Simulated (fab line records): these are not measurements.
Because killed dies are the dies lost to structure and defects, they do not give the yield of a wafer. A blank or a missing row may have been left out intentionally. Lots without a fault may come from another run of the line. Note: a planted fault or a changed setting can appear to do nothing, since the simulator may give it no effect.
fab line records	flow nandHarc	part 1 of 2: steps 1 to 21 of 30
record lots=5	wafers=15	lastDay=32
route steps=1302 shown A_CONTACT@994
lots that met no fault: from a run of the same line without faults
startH: hours from the record's first day to the start of the lot's first wafer shown	waitH: how many hours have passed since the lot's step before this one	" unchanged from the row above	L1.1+2: a row that stands for several wafers	- no value, or no start was given	* or withheld: withheld	< > ~ a bound
route shown NAME@n: names a module that has steps shown in the file, with the first one's number in the route	usual: mean and standard deviation over wafers with no fault	same: alike in all rows	chamber/n: place in a boat	sites: per-site readings	_std_site: standard deviation across them	_edge_site: outer sites' mean less inner sites'	radiusMm: for every site, how far away it sits from the centre of the wafer	mask NAME#n: copy n	behind: the tool/chamber that last shaped the wafer	hold: cause of the lot's hold/its duration in hours/its outcome	device: the transistor (n, p or np) that didn't switch	end of line: the same wafers' tests at the end of the route	where a step has no rows: the recipe by itself	killed: dies that structure and defects cost at the first sort, which is not the same as the wafer's yield	map: dies across one wafer; x = killed, . = not, _ = none there
set.NAME: the setting the step ran with; set.NAME@STEP: the setting that earlier step ran with	model.NAME: the simulator's own value behind a step, which no gauge read
lots at selected steps of the route; one table per step, one row per wafer
services: when a tool's chamber went out of use (startH, in hours from the record's first day, below 0 if earlier), for how many hours, and the reason
## steps
# step NHARC_A_CONTACT_EXPOSE_39
# recipe na=1.35	sigmaOuter=0.8	doseMj=58.79	maskId=A_CC_3
# usual exposureDoseMJCm2=58.79/0.054
lot.wafer	tool	chamber	startH	waitH	mask	exposureDoseMJCm2
L074.3	arfiScanner-01	0	500.02	-	A_CC_3#0	58.72
L074.4	"	0	"	"	A_CC_3#0	58.72
L074.6	"	0	"	"	A_CC_3#0	58.83
L083.3	arfiScanner-03	0	588.58	-	A_CC_3#0	58.79
L083.5	"	0	"	"	A_CC_3#0	58.83
L083.6	"	0	"	"	A_CC_3#0	58.78
L084.2	arfiScanner-03	0	608.49	-	A_CC_3#0	58.81
L084.3	"	0	"	"	A_CC_3#0	58.82
L084.5	"	0	"	"	A_CC_3#0	58.87
L085.3	arfiScanner-01	0	615.22	-	A_CC_3#0	58.78
L085.4	"	0	"	"	A_CC_3#0	58.85
L085.6	"	0	"	"	A_CC_3#0	58.86
L094.2	arfiScanner-02	0	700.06	-	A_CC_3#0	58.72
L094.4	"	0	"	"	A_CC_3#0	58.80
L094.5	"	0	"	"	A_CC_3#0	58.79
# step NHARC_A_CONTACT_PEB_40
# recipe pebTempC=100	pebTimeS=65
lot.wafer	tool	chamber	startH	waitH
L074.3+4+6	lithoTrack-04	0	500.07	0.0
L083.3+5+6	lithoTrack-01	0	588.63	0.0
L084.2+3+5	lithoTrack-04	0	608.54	0.1
L085.3+4+6	lithoTrack-06	0	615.27	0.0
L094.2+4+5	lithoTrack-01	0	700.12	0.1
# step NHARC_A_CONTACT_DEVELOP_41
# recipe developTimeS=35	devTempC=23
lot.wafer	tool	chamber	startH	waitH
L074.3+4+6	lithoTrack-04	0	-	-
L083.3+5+6	lithoTrack-01	0	-	-
L084.2+3+5	lithoTrack-04	0	-	-
L085.3+4+6	lithoTrack-06	0	-	-
L094.2+4+5	lithoTrack-01	0	-	-
# step NHARC_A_CONTACT_CD_MEAS_42
# recipe targetCdNm=300	landingEnergyEv=500
# usual cdNm=299.9/0.59
lot.wafer	tool	chamber	startH	waitH	cdNm
L074.3	cdSem-01	0	500.16	-	299.2
L074.4	"	0	"	"	300.2
L074.6	"	0	"	"	301.1
L083.3	cdSem-02	0	588.72	-	301.6
L083.5	"	0	"	"	300.2
L083.6	"	0	"	"	300.9
L084.2	cdSem-01	0	608.62	-	299.4
L084.3	"	0	"	"	299.8
L084.5	"	0	"	"	299.6
L085.3	cdSem-02	0	615.35	-	298.9
L085.4	"	0	"	"	299.2
L085.6	"	0	"	"	299.4
L094.2	cdSem-02	0	700.20	-	299.4
L094.4	"	0	"	"	299.9
L094.5	"	0	"	"	299.6
# step NHARC_A_CONTACT_OVL_MEAS_43
# usual overlayXNm=-0.1/0.83	overlayYNm=-0.2/0.77
lot.wafer	tool	chamber	startH	waitH	overlayXNm	overlayYNm
L074.3	overlay-02	-	500.25	-	0.4	-0.1
L074.4	"	-	"	"	0.3	-0.3
L074.6	"	-	"	"	0.2	-0.2
L083.3	overlay-02	-	588.80	-	0.0	-0.1
L083.5	"	-	"	"	0.2	0.2
L083.6	"	-	"	"	0.6	0.1
L084.2	overlay-01	-	608.71	-	-1.5	0.4
L084.3	"	-	"	"	-1.6	0.6
L084.5	"	-	"	"	-1.5	0.6
L085.3	overlay-01	-	615.44	-	-0.1	0.2
L085.4	"	-	"	"	-0.5	-0.1
L085.6	"	-	"	"	-0.6	-0.1
L094.2	overlay-01	-	700.29	-	1.5	1.1
L094.4	"	-	"	"	1.1	1.3
L094.5	"	-	"	"	0.7	1.7
# step NHARC_A_CONTACT_INSPECT_44
# usual rawDefectCount=80/36
lot.wafer	tool	chamber	startH	waitH	rawDefectCount
L074.3	defectInspect-02	-	500.29	0.0	17
L074.4	"	-	"	"	20
L074.6	"	-	"	"	23
L083.3	defectInspect-01	-	588.84	0.0	79
L083.5	"	-	"	"	87
L083.6	"	-	"	"	81
L084.2	defectInspect-02	-	608.75	0.0	73
L084.3	"	-	"	"	72
L084.5	"	-	"	"	79
L085.3	defectInspect-02	-	615.48	0.0	18
L085.4	"	-	"	"	20
L085.6	"	-	"	"	17
L094.2	defectInspect-01	-	700.32	0.0	73
L094.4	"	-	"	"	76
L094.5	"	-	"	"	61
# step NHARC_A_CONTACT_DESCUM_47
# recipe timeS=3	o2FlowSccm=200	arFlowSccm=0	biasPowerW=0	chemistry=O2
# usual drypumpMotorCurrentA=5.8/0.56	oesProductAu=1.001/0.0095	rfVppV=57.6/0.86	showerheadPlenumPTorr=1.88/0.078	throttleValvePct=11.311/0.0099
lot.wafer	tool	chamber	startH	waitH	drypumpMotorCurrentA	oesProductAu	rfHoursCounterH	rfVppV	showerheadPlenumPTorr	throttleValvePct
L074.3	rieDiel-11	2	500.34	0.1	6.7	1.015	9	58.1	1.78	11.307
L074.6	"	2	"	"	6.7	1.012	-	57.5	1.78	11.314
L074.4	"	1	"	"	5.3	0.994	-	58.5	1.89	11.293
L083.3	rieDiel-03	3	588.91	0.1	5.9	1.000	33	58.3	1.98	11.323
L083.5	"	1	"	"	5.7	0.990	-	56.2	1.81	11.331
L083.6	"	2	"	"	5.4	0.989	-	58.0	1.98	11.326
L084.2	rieDiel-11	2	608.87	0.1	6.7	1.004	29	58.3	1.78	11.299
L084.3	"	0	"	"	6.0	1.004	26	58.5	1.88	11.322
L084.5	"	1	"	"	5.3	0.997	-	57.8	1.89	11.307
L085.3	rieDiel-03	0	615.53	0.1	5.9	1.008	36	56.6	1.78	11.321
L085.4	"	2	"	"	5.4	1.005	35	58.0	1.98	11.324
L085.6	"	1	"	"	5.7	0.989	-	58.2	1.81	11.317
L094.2	rieDiel-11	3	700.40	0.1	5.2	0.999	16	58.4	1.98	11.306
L094.4	"	0	"	"	6.0	0.988	20	58.7	1.87	11.320
L094.5	"	1	"	"	5.3	1.005	-	58.1	1.88	11.303
# step NHARC_A_CONTACT_ETCH_48
# recipe targetDepthA=390	overEtchFrac=0.3	timeS=65	ionEnergyEv=80	cf4FlowSccm=150	arFlowSccm=0	rfW=300	biasW=100	chemistry=CF4
# usual drypumpMotorCurrentA=5.7/0.56	oesProductAu=1.002/0.0093	rfVppV=151.1/1.2	showerheadPlenumPTorr=1.75/0.067	throttleValvePct=13.283/0.0088
lot.wafer	tool	chamber	startH	waitH	drypumpMotorCurrentA	oesProductAu	rfHoursCounterH	rfVppV	showerheadPlenumPTorr	throttleValvePct
L074.3	rieDiel-11	2	500.46	0.1	6.6	1.012	9	149.4	1.66	13.290
L074.6	"	1	"	"	5.3	1.008	-	151.1	1.75	13.288
L074.4	"	2	"	"	6.7	1.007	-	150.5	1.66	13.287
L083.3	rieDiel-03	1	588.98	0.1	5.7	0.995	34	151.1	1.68	13.286
L083.6	"	1	"	"	5.7	0.985	-	150.2	1.68	13.275
L083.5	"	2	"	"	5.4	1.005	-	153.9	1.83	13.299
L084.2	rieDiel-11	2	608.95	0.1	6.7	1.003	29	149.3	1.65	13.285
L084.3	"	1	"	"	5.3	0.986	27	150.7	1.75	13.283
L084.5	"	3	"	"	5.2	1.003	-	152.2	1.83	13.278
L085.4	rieDiel-03	1	615.63	0.1	5.7	1.001	36	151.3	1.68	13.279
L085.3	"	2	"	"	5.4	1.011	35	151.5	1.83	13.275
L085.6	"	0	"	"	6.0	1.011	-	149.9	1.66	13.294
L094.4	rieDiel-11	3	700.47	0.1	5.2	1.018	16	152.4	1.82	13.272
L094.2	"	1	"	"	5.3	0.999	12	150.6	1.74	13.278
L094.5	"	3	"	"	5.2	1.000	-	151.6	1.83	13.271
# step NHARC_A_CONTACT_ETCH_49
# recipe targetDepthA=2600	overEtchFrac=0.3	timeS=475.3	ionEnergyEv=200	n2FlowSccm=150	h2FlowSccm=150	arFlowSccm=0	rfW=400	biasW=150	chemistry=N2/H2
# usual drypumpMotorCurrentA=5.8/0.56	oesProductAu=1.001/0.01	rfVppV=429.8/2.7	showerheadPlenumPTorr=2.01/0.088	throttleValvePct=14.171/0.0092
lot.wafer	tool	chamber	startH	waitH	drypumpMotorCurrentA	oesProductAu	rfHoursCounterH	rfVppV	showerheadPlenumPTorr	throttleValvePct
L074.3	rieDiel-11	3	-	-	5.2	0.985	11	432.8	2.13	14.177
L074.6	"	2	"	"	6.6	1.012	-	427.0	1.90	14.161
L074.4	"	1	"	"	5.3	0.991	-	429.8	2.02	14.168
L083.3	rieDiel-03	1	-	-	5.7	0.991	34	426.1	1.92	14.181
L083.6	"	3	"	"	5.9	0.993	-	432.7	2.11	14.175
L083.5	"	0	"	"	5.9	1.004	-	426.7	1.90	14.179
L084.3	rieDiel-11	1	-	-	5.3	0.993	27	431.2	2.01	14.171
L084.2	"	3	"	"	5.2	1.009	33	432.7	2.12	14.162
L084.5	"	2	"	"	6.7	0.993	-	428.0	1.89	14.171
L085.3	rieDiel-03	1	-	-	5.7	1.004	36	429.0	1.92	14.176
L085.4	"	3	"	"	5.9	0.997	35	432.5	2.11	14.173
L085.6	"	1	"	"	5.7	0.997	-	425.4	1.92	14.163
L094.4	rieDiel-11	1	-	-	5.3	0.987	12	429.3	2.01	14.163
L094.2	"	0	"	"	6.0	0.996	20	430.1	1.99	14.185
L094.5	"	2	"	"	6.7	1.022	-	425.9	1.89	14.172
# step NHARC_A_CONTACT_ETCH_50
# recipe targetDepthA=1210	timeS=60.5	cf4FlowSccm=100	chf3FlowSccm=30	arFlowSccm=0	rfW=500	biasW=200	chemistry=CF4/CHF3
# usual drypumpMotorCurrentA=5.8/0.57	oesProductAu=0.954/0.024	rfVppV=370.0/2.2	showerheadPlenumPTorr=1.55/0.062	throttleValvePct=16.802/0.0089
lot.wafer	tool	chamber	startH	waitH	drypumpMotorCurrentA	oesProductAu	rfHoursCounterH	rfVppV	showerheadPlenumPTorr	throttleValvePct
L074.3	rieDiel-11	1	-	-	5.3	0.963	9	369.4	1.56	16.805
L074.6	"	1	"	"	5.3	0.962	-	370.6	1.56	16.798
L074.4	"	2	"	"	6.6	0.961	-	368.1	1.47	16.805
L083.3	rieDiel-03	2	-	-	5.4	0.968	33	372.6	1.63	16.816
L083.6	"	0	"	"	6.0	0.995	-	367.5	1.47	16.810
L083.5	"	1	"	"	5.7	0.954	-	367.6	1.49	16.813
L084.3	rieDiel-11	3	-	-	5.2	0.984	33	372.4	1.63	16.798
L084.2	"	0	"	"	6.0	0.963	26	368.9	1.54	16.791
L084.5	"	1	"	"	5.3	0.952	-	368.8	1.55	16.808
L085.4	rieDiel-03	2	-	-	5.4	0.928	35	371.4	1.63	16.803
L085.3	"	1	"	"	5.7	0.930	36	367.6	1.49	16.801
L085.6	"	3	"	"	5.9	0.926	-	372.6	1.62	16.814
L094.4	rieDiel-11	1	-	-	5.3	0.956	12	369.9	1.55	16.803
L094.2	"	3	"	"	5.2	0.976	16	371.9	1.62	16.808
L094.5	"	2	"	"	6.7	0.980	-	366.0	1.46	16.791
# step NHARC_A_CONTACT_ETCH_51
# recipe targetDepthA=70000	overEtchFrac=0.3	timeS=1820	ionEnergyEv=150	o2FlowSccm=400	cosFlowSccm=20	arFlowSccm=0	rfW=500	biasW=300	chemistry=O2/COS
# usual drypumpMotorCurrentA=5.8/0.56	oesProductAu=1.002/0.0099	rfVppV=313.7/2	showerheadPlenumPTorr=3.08/0.12	throttleValvePct=28.331/0.0091
lot.wafer	tool	chamber	startH	waitH	drypumpMotorCurrentA	oesProductAu	rfHoursCounterH	rfVppV	showerheadPlenumPTorr	throttleValvePct
L074.3	rieDiel-11	1	-	-	5.3	0.998	9	314.1	3.09	28.339
L074.4	"	3	"	"	5.1	0.996	-	315.7	3.24	28.341
L074.6	"	1	"	"	5.3	0.996	-	313.5	3.09	28.340
L083.3	rieDiel-03	0	-	-	6.0	1.022	34	310.1	2.92	28.323
L083.5	"	0	"	"	6.0	1.014	-	311.4	2.92	28.328
L083.6	"	1	"	"	5.7	0.993	-	312.1	2.96	28.338
L084.3	rieDiel-11	0	-	-	6.0	1.003	26	312.1	3.06	28.324
L084.2	"	1	"	"	5.3	0.999	27	313.6	3.08	28.337
L084.5	"	2	"	"	6.6	0.999	-	312.1	2.91	28.330
L085.4	rieDiel-03	0	-	-	6.0	1.015	37	310.1	2.92	28.337
L085.3	"	3	"	"	5.9	0.985	36	315.0	3.22	28.329
L085.6	"	0	"	"	6.0	1.005	-	310.5	2.92	28.336
L094.2	rieDiel-11	1	-	-	5.3	1.001	13	312.4	3.07	28.323
L094.4	"	2	"	"	6.7	1.016	20	310.7	2.90	28.335
L094.5	"	3	"	"	5.2	1.008	-	314.7	3.22	28.316
# step NHARC_A_CONTACT_ETCH_111
# recipe sourceW=withheld	pressureMtorr=20	biasV=withheld	timeS=140	targetDepthA=7000	arFlowSccm=withheld	c4f8FlowSccm=withheld	o2FlowSccm=withheld	chemistry=C4F8/O2/Ar
lot.wafer	tool	chamber	startH	waitH	rfHoursCounterH
L074.3	harCapEtch-03	0	502.63	-	-
L074.4	"	1	"	"	-
L074.6	"	1	"	"	-
L083.3	harCapEtch-01	1	590.78	-	-
L083.6	"	1	"	"	-
L083.5	"	0	"	"	-
L084.2	harCapEtch-03	0	610.68	-	56
L084.3	"	1	"	"	-
L084.5	"	1	"	"	-
L085.3	harCapEtch-02	0	617.52	-	-
L085.4	"	1	"	"	-
L085.6	"	1	"	"	-
L094.2	harCapEtch-01	0	702.23	-	34
L094.4	"	0	"	"	-
L094.5	"	0	"	"	-
# step NHARC_A_CONTACT_ETCH_112
# recipe sourceW=withheld	pressureMtorr=20	biasV=3000	timeS=190	targetDepthA=18500	arFlowSccm=withheld	c4f8FlowSccm=withheld	o2FlowSccm=withheld	chemistry=C4F8/O2/Ar
lot.wafer	tool	chamber	startH	waitH	rfHoursCounterH
L074.3	harCapEtch-03	0	502.82	0.2	-
L074.4	"	1	"	"	-
L074.6	"	1	"	"	-
L083.3	harCapEtch-01	1	590.97	0.2	-
L083.6	"	1	"	"	-
L083.5	"	0	"	"	-
L084.2	harCapEtch-03	0	610.88	0.2	56
L084.3	"	1	"	"	-
L084.5	"	1	"	"	-
L085.3	harCapEtch-02	0	617.71	0.2	-
L085.4	"	1	"	"	-
L085.6	"	1	"	"	-
L094.2	harCapEtch-01	0	702.42	0.2	34
L094.4	"	0	"	"	-
L094.5	"	0	"	"	-
# step NHARC_A_CONTACT_ETCH_113
# recipe sourceW=withheld	pressureMtorr=20	biasV=3000	timeS=190	targetDepthA=18500	arFlowSccm=withheld	c4f8FlowSccm=withheld	o2FlowSccm=withheld	chemistry=C4F8/O2/Ar
lot.wafer	tool	chamber	startH	waitH	rfHoursCounterH
L074.3	harCapEtch-03	0	502.99	0.1	-
L074.4	"	1	"	"	-
L074.6	"	1	"	"	-
L083.3	harCapEtch-01	1	591.14	0.1	-
L083.6	"	1	"	"	-
L083.5	"	0	"	"	-
L084.2	harCapEtch-03	0	611.05	0.1	57
L084.3	"	1	"	"	-
L084.5	"	1	"	"	-
L085.3	harCapEtch-02	0	617.88	0.1	-
L085.4	"	1	"	"	-
L085.6	"	1	"	"	-
L094.2	harCapEtch-01	0	702.59	0.1	35
L094.4	"	0	"	"	-
L094.5	"	0	"	"	-
# step NHARC_A_CONTACT_ETCH_114
# recipe sourceW=withheld	pressureMtorr=20	biasV=3000	timeS=190	targetDepthA=18500	arFlowSccm=withheld	c4f8FlowSccm=withheld	o2FlowSccm=withheld	chemistry=C4F8/O2/Ar
lot.wafer	tool	chamber	startH	waitH	rfHoursCounterH
L074.3	harCapEtch-03	0	503.16	0.1	-
L074.4	"	1	"	"	-
L074.6	"	1	"	"	-
L083.3	harCapEtch-01	1	591.32	0.1	-
L083.6	"	1	"	"	-
L083.5	"	0	"	"	-
L084.2	harCapEtch-03	0	611.23	0.1	57
L084.3	"	1	"	"	-
L084.5	"	1	"	"	-
L085.3	harCapEtch-02	0	618.05	0.1	-
L085.4	"	1	"	"	-
L085.6	"	1	"	"	-
L094.2	harCapEtch-01	0	702.76	0.1	35
L094.4	"	0	"	"	-
L094.5	"	0	"	"	-
# step NHARC_A_CONTACT_ETCH_115
# recipe sourceW=withheld	pressureMtorr=20	biasV=3000	timeS=190	targetDepthA=18500	arFlowSccm=withheld	c4f8FlowSccm=withheld	o2FlowSccm=withheld	chemistry=C4F8/O2/Ar
lot.wafer	tool	chamber	startH	waitH	rfHoursCounterH
L074.3	harCapEtch-03	0	503.33	0.1	-
L074.4	"	1	"	"	-
L074.6	"	1	"	"	-
L083.3	harCapEtch-01	1	591.49	0.1	-
L083.6	"	1	"	"	-
L083.5	"	0	"	"	-
L084.2	harCapEtch-03	0	611.40	0.1	57
L084.3	"	1	"	"	-
L084.5	"	1	"	"	-
L085.3	harCapEtch-02	0	618.22	0.1	-
L085.4	"	1	"	"	-
L085.6	"	1	"	"	-
L094.2	harCapEtch-01	0	702.93	0.1	35
L094.4	"	0	"	"	-
L094.5	"	0	"	"	-
# step NHARC_A_CONTACT_ETCH_116
# recipe sourceW=withheld	pressureMtorr=20	biasV=3000	timeS=190	targetDepthA=18500	arFlowSccm=withheld	c4f8FlowSccm=withheld	o2FlowSccm=withheld	chemistry=C4F8/O2/Ar
lot.wafer	tool	chamber	startH	waitH	rfHoursCounterH
L074.3	harCapEtch-03	0	503.50	0.1	-
L074.4	"	1	"	"	-
L074.6	"	1	"	"	-
L083.3	harCapEtch-01	1	591.66	0.1	-
L083.6	"	1	"	"	-
L083.5	"	0	"	"	-
L084.2	harCapEtch-03	0	611.57	0.1	57
L084.3	"	1	"	"	-
L084.5	"	1	"	"	-
L085.3	harCapEtch-02	0	618.39	0.1	-
L085.4	"	1	"	"	-
L085.6	"	1	"	"	-
L094.2	harCapEtch-01	0	703.10	0.1	35
L094.4	"	0	"	"	-
L094.5	"	0	"	"	-
# step NHARC_A_CONTACT_ETCH_117
# recipe sourceW=withheld	pressureMtorr=20	biasV=3000	timeS=190	targetDepthA=18500	arFlowSccm=withheld	c4f8FlowSccm=withheld	o2FlowSccm=withheld	chemistry=C4F8/O2/Ar
lot.wafer	tool	chamber	startH	waitH	rfHoursCounterH
L074.3	harCapEtch-03	0	503.67	0.1	-
L074.4	"	1	"	"	-
L074.6	"	1	"	"	-
L083.3	harCapEtch-01	1	591.83	0.1	-
L083.6	"	1	"	"	-
L083.5	"	0	"	"	-
L084.2	harCapEtch-03	0	611.74	0.1	57
L084.3	"	1	"	"	-
L084.5	"	1	"	"	-
L085.3	harCapEtch-02	0	618.56	0.1	-
L085.4	"	1	"	"	-
L085.6	"	1	"	"	-
L094.2	harCapEtch-01	0	703.26	0.1	35
L094.4	"	0	"	"	-
L094.5	"	0	"	"	-
# step NHARC_A_CONTACT_ETCH_118
# recipe sourceW=withheld	pressureMtorr=20	biasV=3000	timeS=190	targetDepthA=18500	arFlowSccm=withheld	c4f8FlowSccm=withheld	o2FlowSccm=withheld	chemistry=C4F8/O2/Ar
lot.wafer	tool	chamber	startH	waitH	rfHoursCounterH
L074.3	harCapEtch-03	0	503.84	0.1	-
L074.4	"	1	"	"	-
L074.6	"	1	"	"	-
L083.3	harCapEtch-01	1	592.00	0.1	-
L083.6	"	1	"	"	-
L083.5	"	0	"	"	-
L084.2	harCapEtch-03	0	611.91	0.1	57
L084.3	"	1	"	"	-
L084.5	"	1	"	"	-
L085.3	harCapEtch-02	0	618.73	0.1	-
L085.4	"	1	"	"	-
L085.6	"	1	"	"	-
L094.2	harCapEtch-01	0	703.43	0.1	35
L094.4	"	0	"	"	-
L094.5	"	0	"	"	-
# step NHARC_A_CONTACT_ETCH_119
# recipe sourceW=withheld	pressureMtorr=20	biasV=3000	timeS=190	targetDepthA=18500	arFlowSccm=withheld	c4f8FlowSccm=withheld	o2FlowSccm=withheld	chemistry=C4F8/O2/Ar
lot.wafer	tool	chamber	startH	waitH	rfHoursCounterH
L074.3	harCapEtch-03	0	504.01	0.1	-
L074.4	"	1	"	"	-
L074.6	"	1	"	"	-
L083.3	harCapEtch-01	1	592.17	0.1	-
L083.6	"	1	"	"	-
L083.5	"	0	"	"	-
L084.2	harCapEtch-03	0	612.08	0.1	57
L084.3	"	1	"	"	-
L084.5	"	1	"	"	-
L085.3	harCapEtch-02	0	618.90	0.1	-
L085.4	"	1	"	"	-
L085.6	"	1	"	"	-
L094.2	harCapEtch-01	0	703.60	0.1	36
L094.4	"	0	"	"	-
L094.5	"	0	"	"	-
# step NHARC_A_CONTACT_ETCH_120
# recipe sourceW=withheld	pressureMtorr=20	biasV=3000	timeS=190	targetDepthA=18500	arFlowSccm=withheld	c4f8FlowSccm=withheld	o2FlowSccm=withheld	chemistry=C4F8/O2/Ar
lot.wafer	tool	chamber	startH	waitH	rfHoursCounterH
L074.3	harCapEtch-03	0	504.19	0.1	-
L074.4	"	1	"	"	-
L074.6	"	1	"	"	-
L083.3	harCapEtch-01	1	592.34	0.1	-
L083.6	"	1	"	"	-
L083.5	"	0	"	"	-
L084.2	harCapEtch-03	0	612.25	0.1	58
L084.3	"	1	"	"	-
L084.5	"	1	"	"	-
L085.3	harCapEtch-02	0	619.07	0.1	-
L085.4	"	1	"	"	-
L085.6	"	1	"	"	-
L094.2	harCapEtch-01	0	703.78	0.1	36
L094.4	"	0	"	"	-
L094.5	"	0	"	"	-
